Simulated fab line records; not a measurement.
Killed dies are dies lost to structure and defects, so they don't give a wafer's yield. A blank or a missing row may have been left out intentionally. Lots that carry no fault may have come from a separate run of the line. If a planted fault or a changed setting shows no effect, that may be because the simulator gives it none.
Split-lot trial || flow n5-finfet || on a route of 1938 steps: 7 lots, 21 wafers read

## SPLIT DETAILS
At N5_BEOL_M14_ETCH_68 (etches SOC in N2/H2, time 450 s), the setting time-s was moved away from the recipe's 450 s on 2 of the 21 wafers read, by -21.7% to +17.2%. The other wafers ran this setting at the recipe's value.

The split's own step is where the reading is taken.

## THE READING
SiARC_of_BEOL_M14_COAT_66.thk-nm (the simulator's own value, which no gauge read), in nm, at N5_BEOL_M14_ETCH_68 (etches SOC in N2/H2, time 450 s). The file gives no usual value for it. Here, 19 wafers ran the recipe; their average is 65.1 nm with a standard deviation of 0.89 nm.

{"wafer": "L075.1", "tool, chamber at the split": "rie-diel-04, 0,1", "time-s as run, s": 450, "against the recipe": "recipe", "SiARC_of_BEOL_M14_COAT_66.thk-nm, nm": 65.2, "against lot-mates on the recipe": "-"}
{"wafer": "L075.2", "tool, chamber at the split": "rie-diel-04, 0,1", "time-s as run, s": 450, "against the recipe": "recipe", "SiARC_of_BEOL_M14_COAT_66.thk-nm, nm": 65.2, "against lot-mates on the recipe": "-"}
{"wafer": "L075.3", "tool, chamber at the split": "rie-diel-04, 2", "time-s as run, s": 450, "against the recipe": "recipe", "SiARC_of_BEOL_M14_COAT_66.thk-nm, nm": 65, "against lot-mates on the recipe": "-"}
{"wafer": "L079.1", "tool, chamber at the split": "rie-diel-03, 1", "time-s as run, s": 450, "against the recipe": "recipe", "SiARC_of_BEOL_M14_COAT_66.thk-nm, nm": 64.8, "against lot-mates on the recipe": "-"}
{"wafer": "L079.2", "tool, chamber at the split": "rie-diel-03, 3", "time-s as run, s": 450, "against the recipe": "recipe", "SiARC_of_BEOL_M14_COAT_66.thk-nm, nm": 63.4, "against lot-mates on the recipe": "-"}
{"wafer": "L079.5", "tool, chamber at the split": "rie-diel-03, 0", "time-s as run, s": 450, "against the recipe": "recipe", "SiARC_of_BEOL_M14_COAT_66.thk-nm, nm": 65.6, "against lot-mates on the recipe": "-"}
{"wafer": "L081.3", "tool, chamber at the split": "rie-diel-04, 2", "time-s as run, s": 450, "against the recipe": "recipe", "SiARC_of_BEOL_M14_COAT_66.thk-nm, nm": 64.4, "against lot-mates on the recipe": "-"}
{"wafer": "L081.5", "tool, chamber at the split": "rie-diel-04, 2", "time-s as run, s": 450, "against the recipe": "recipe", "SiARC_of_BEOL_M14_COAT_66.thk-nm, nm": 64.2, "against lot-mates on the recipe": "-"}
{"wafer": "L081.6", "tool, chamber at the split": "rie-diel-04, 3", "time-s as run, s": 450, "against the recipe": "recipe", "SiARC_of_BEOL_M14_COAT_66.thk-nm, nm": 63.8, "against lot-mates on the recipe": "-"}
{"wafer": "L086.2", "tool, chamber at the split": "rie-diel-04, 0", "time-s as run, s": 450, "against the recipe": "recipe", "SiARC_of_BEOL_M14_COAT_66.thk-nm, nm": 64.8, "against lot-mates on the recipe": "-"}
{"wafer": "L086.4", "tool, chamber at the split": "rie-diel-04, 2", "time-s as run, s": 352.3, "against the recipe": "-21.7%", "SiARC_of_BEOL_M14_COAT_66.thk-nm, nm": 75.4, "against lot-mates on the recipe": "+10.5"}
{"wafer": "L086.6", "tool, chamber at the split": "rie-diel-04, 3", "time-s as run, s": 450, "against the recipe": "recipe", "SiARC_of_BEOL_M14_COAT_66.thk-nm, nm": 65, "against lot-mates on the recipe": "-"}
{"wafer": "L091.3", "tool, chamber at the split": "rie-diel-05, 3", "time-s as run, s": 527.2, "against the recipe": "+17.2%", "SiARC_of_BEOL_M14_COAT_66.thk-nm, nm": 58.4, "against lot-mates on the recipe": -7.4}
{"wafer": "L091.4", "tool, chamber at the split": "rie-diel-05, 0", "time-s as run, s": 450, "against the recipe": "recipe", "SiARC_of_BEOL_M14_COAT_66.thk-nm, nm": 65, "against lot-mates on the recipe": "-"}
{"wafer": "L091.6", "tool, chamber at the split": "rie-diel-05, 2", "time-s as run, s": 450, "against the recipe": "recipe", "SiARC_of_BEOL_M14_COAT_66.thk-nm, nm": 66.6, "against lot-mates on the recipe": "-"}
{"wafer": "L090.4", "tool, chamber at the split": "rie-diel-04, 1", "time-s as run, s": 450, "against the recipe": "recipe", "SiARC_of_BEOL_M14_COAT_66.thk-nm, nm": 66.4, "against lot-mates on the recipe": "-"}
{"wafer": "L090.5", "tool, chamber at the split": "rie-diel-04, 0", "time-s as run, s": 450, "against the recipe": "recipe", "SiARC_of_BEOL_M14_COAT_66.thk-nm, nm": 65.6, "against lot-mates on the recipe": "-"}
{"wafer": "L090.6", "tool, chamber at the split": "rie-diel-04, 1", "time-s as run, s": 450, "against the recipe": "recipe", "SiARC_of_BEOL_M14_COAT_66.thk-nm, nm": 66, "against lot-mates on the recipe": "-"}
{"wafer": "L097.1", "tool, chamber at the split": "rie-diel-05, 1", "time-s as run, s": 450, "against the recipe": "recipe", "SiARC_of_BEOL_M14_COAT_66.thk-nm, nm": 64.2, "against lot-mates on the recipe": "-"}
{"wafer": "L097.2", "tool, chamber at the split": "rie-diel-05, 2", "time-s as run, s": 450, "against the recipe": "recipe", "SiARC_of_BEOL_M14_COAT_66.thk-nm, nm": 66.8, "against lot-mates on the recipe": "-"}
{"wafer": "L097.4", "tool, chamber at the split": "rie-diel-05, 1", "time-s as run, s": 450, "against the recipe": "recipe", "SiARC_of_BEOL_M14_COAT_66.thk-nm, nm": 64.8, "against lot-mates on the recipe": "-"}
Where a row lists several chambers, the file gives one row for several wafers and doesn't say which wafer went through which chamber.

THE FIT
A straight line over all 21 wafers: SiARC_of_BEOL_M14_COAT_66.thk-nm changes by -0.442 nm for each +1% of time-s; r = -0.95; the points scatter about the line by 0.93 nm.
The same after taking each lot's own level away (the mean of its wafers on the recipe; 21 wafers): -0.463 nm for each +1%; r = -0.98; scatter 0.67 nm.
On that fit, the largest move of time-s shifts the reading by 10 nm.
Measured against the standard deviation above, the lots' own levels, which go from 64.13 to 66.00 nm, span 2.1 times it.
The two slopes are in agreement: the lot-to-lot level therefore moves the slope only a little.
Check: for one of the wafers moved furthest among these (-21.7%), held out of the fit, the line's prediction against its lot-mates is +9.37 nm. Against them it came out at +10.5 nm.

## ADDITIONAL SPLITS CARRIED BY THESE WAFERS
Other splits were also applied to these wafers ahead of the reading. Each is held against what the fit with the lots' levels taken away leaves over:
{"other split on the same wafers": "N5_BEOL_M6_ETCH_66 bias-w", "wafers away from the commonest value": 9, "r with SiARC_of_BEOL_M14_COAT_66.thk-nm (lot level and that fit taken away)": -0.24}
{"other split on the same wafers": "N5_BEOL_M6_TRENCH_ETCH_37 bias-w", "wafers away from the commonest value": 8, "r with SiARC_of_BEOL_M14_COAT_66.thk-nm (lot level and that fit taken away)": "+0.14"}
{"other split on the same wafers": "N5_BEOL_M7_EXPOSE_25 dose-mj", "wafers away from the commonest value": 4, "r with SiARC_of_BEOL_M14_COAT_66.thk-nm (lot level and that fit taken away)": -0.10}
{"other split on the same wafers": "N5_BEOL_M8_DESCUM_33 time-s", "wafers away from the commonest value": 7, "r with SiARC_of_BEOL_M14_COAT_66.thk-nm (lot level and that fit taken away)": "+0.09"}
{"other split on the same wafers": "N5_BEOL_M8_ETCH_72 h2-flow-sccm", "wafers away from the commonest value": 10, "r with SiARC_of_BEOL_M14_COAT_66.thk-nm (lot level and that fit taken away)": -0.03}
{"other split on the same wafers": "N5_BEOL_M10_COAT_22 spin-rpm", "wafers away from the commonest value": 3, "r with SiARC_of_BEOL_M14_COAT_66.thk-nm (lot level and that fit taken away)": "+0.05"}
{"other split on the same wafers": "N5_BEOL_M10_PEB_26 peb-time-s", "wafers away from the commonest value": 4, "r with SiARC_of_BEOL_M14_COAT_66.thk-nm (lot level and that fit taken away)": "+0.04"}
{"other split on the same wafers": "N5_BEOL_M11_TRENCH_ETCH_37 bias-w", "wafers away from the commonest value": 6, "r with SiARC_of_BEOL_M14_COAT_66.thk-nm (lot level and that fit taken away)": "+0.24"}
{"other split on the same wafers": "N5_BEOL_M13_ETCH_68 time-s", "wafers away from the commonest value": 7, "r with SiARC_of_BEOL_M14_COAT_66.thk-nm (lot level and that fit taken away)": -0.22}
{"other split on the same wafers": "N5_BEOL_M13_SPUTTER_44 time-s", "wafers away from the commonest value": 6, "r with SiARC_of_BEOL_M14_COAT_66.thk-nm (lot level and that fit taken away)": -0.03}

## FILE'S OWN FIT
SiARC_of_BEOL_M14_COAT_66.thk-nm changes by -0.464 nm for each +1% of time-s, r = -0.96.
